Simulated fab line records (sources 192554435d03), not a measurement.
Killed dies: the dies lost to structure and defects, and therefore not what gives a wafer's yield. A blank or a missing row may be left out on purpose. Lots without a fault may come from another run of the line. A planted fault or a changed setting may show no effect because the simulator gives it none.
Struck lot and sound lot, side by side :: flow n5 finfet :: 32 steps out of a route of 1938
Sound: wafers L378.2, L378.4, L378.6. Struck: wafer L372.6. (L372.1 of the same lot was not struck and is left out.) The cause comes at the end.
Order at every step that has rows: each side's tool, ch and its chambers, its first start. Under that, the readings that differ: sound wafers :: struck wafers :: difference of the means :: sigmas: that difference in standard deviations of wafers without a fault.
alike: words and numbers the same on both sides, and readings whose means are apart by under 2 such deviations; not compared: readings that were withheld, readings missing a value for some wafer, numbers with overlapping values and no deviation given by the record, and bounds like >300 which may hide the same value.
Wherever a step has rows on one side only, a row that says differs or no value, or a row with sigmas, the two part there. Non-overlapping numbers with no deviation appear without sigmas and do not part them. Lack of a reading on every wafer of one side parts them only where that side has two or more wafers.

first, 9 steps without rows for these wafers: N5_BEOL_M5_PEB_09 (peb time 60 s); N5_BEOL_M5_DEVELOP_10 (develop time 30 s); N5_BEOL_M5_DESCUM_16 (chemistry O2, time 7 s); N5_BEOL_M5_ETCH_72 (etches underlayer in N2/H2, target depth 6.5 nm, time 5.2 s); N5_BEOL_M5_ETCH_61 (etches SiARC in CF4, target depth 15.6 nm, time 26 s); N5_BEOL_M5_ETCH_62 (etches SOC in N2/H2, target depth 75 nm, overetch 15 nm, time 112.5 s); N5_BEOL_M5_STRIP_63 (strips in N2/H2); N5_BEOL_M5_STRIP_73 (strips in N2/H2); N5_BEOL_M5_STRIP_64 (strips in CF4).
N5_BEOL_M5_HM_OPEN_17: chemistry Cl2/BCl3, target TiN, target depth 20 nm, overetch 6 nm.
  sound on rie metal-01 ch 0,1, day 12 18:04; struck on rie metal-03 ch 1, day 10 20:57
reading: model.SOC_of_BEOL_M5_COAT_59.thk nm (nm)
sound: 52.2 51.8 52
struck: 49.2
difference: -2.8
sigmas: 
  alike: drypump motor current A, oes product au, throttle valve pct
  not compared: rf hours counter h
then, 11 steps without rows for these wafers: N5_BEOL_M5_STRIP_19 (strips in O2); N5_BEOL_M5_COAT_65 (time 60 s, resist thk 60 nm); N5_BEOL_M5_COAT_66 (time 60 s, resist thk 12 nm); N5_BEOL_M5_COAT_74 (time 60 s, resist thk 5 nm); N5_BEOL_M5_COAT_22 (resist thk 30 nm); N5_BEOL_M5_EBR_24; N5_BEOL_M5_SOFTBAKE_23 (time 60 s); N5_BEOL_M5_EXPOSE_25 (exposes mask V4, defocus 10 nm); N5_BEOL_M5_PEB_26 (peb time 60 s); N5_BEOL_M5_DEVELOP_27 (develop time 30 s); N5_BEOL_M5_DESCUM_33 (chemistry O2, time 7 s).
N5_BEOL_M5_ETCH_75: etches underlayer in N2/H2, target depth 6.5 nm, time 5.2 s.
  sound on rie diel-04 ch 0,3, day 12 19:10; struck on rie diel-04 ch 1, day 10 21:43
  alike: drypump motor current A, etch rf on time s, oes product au, rf vpp V, showerhead plenum p Torr, throttle valve pct
  not compared: rf hours counter h, model.BEOL_M5.cd nm
then, 8 steps without rows for these wafers: N5_BEOL_M5_ETCH_67 (etches SiARC in CF4, target depth 15.6 nm, time 26 s); N5_BEOL_M5_ETCH_68 (etches SOC in N2/H2, target depth 80 nm, overetch 16 nm, time 120 s); N5_BEOL_M5_STRIP_69 (strips in N2/H2); N5_BEOL_M5_STRIP_76 (strips in N2/H2); N5_BEOL_M5_VIA_ETCH_34 (etches SiCOH lowk in C4F6/O2, target depth 88.3 nm, time 39.2 s); N5_BEOL_M5_STRIP_85 (strips in C4F6/O2); N5_BEOL_M5_STRIP_36 (strips in N2/H2); N5_BEOL_M5_TRENCH_ETCH_37 (etches SiCOH lowk in C4F6/O2, target depth 71.652 nm, time 24.7 s).
N5_BEOL_M5_ETCH_41: etches SiCN in CH3F/O2, target depth 31.5 nm, time 56.7 s.
  sound: rie diel-04 ch 0,3; struck: rie diel-04 ch 1
reading: model.BEOL_M5.cd nm (nm)
sound: 27.8 27.8 28.2
struck: 28.4
difference: +0.5
sigmas: 
  alike: O2_flow_sccm, drypump motor current A, oes product au, rf vpp V, showerhead plenum p Torr, throttle valve pct
  not compared: rf hours counter h
then, 1 step without rows for these wafers: N5_BEOL_M5_STRIP_91 (strips in N2/H2, time 10 s).

== WHERE THEY PART ==
Nowhere in this record.

WHY: whatever the simulator had introduced
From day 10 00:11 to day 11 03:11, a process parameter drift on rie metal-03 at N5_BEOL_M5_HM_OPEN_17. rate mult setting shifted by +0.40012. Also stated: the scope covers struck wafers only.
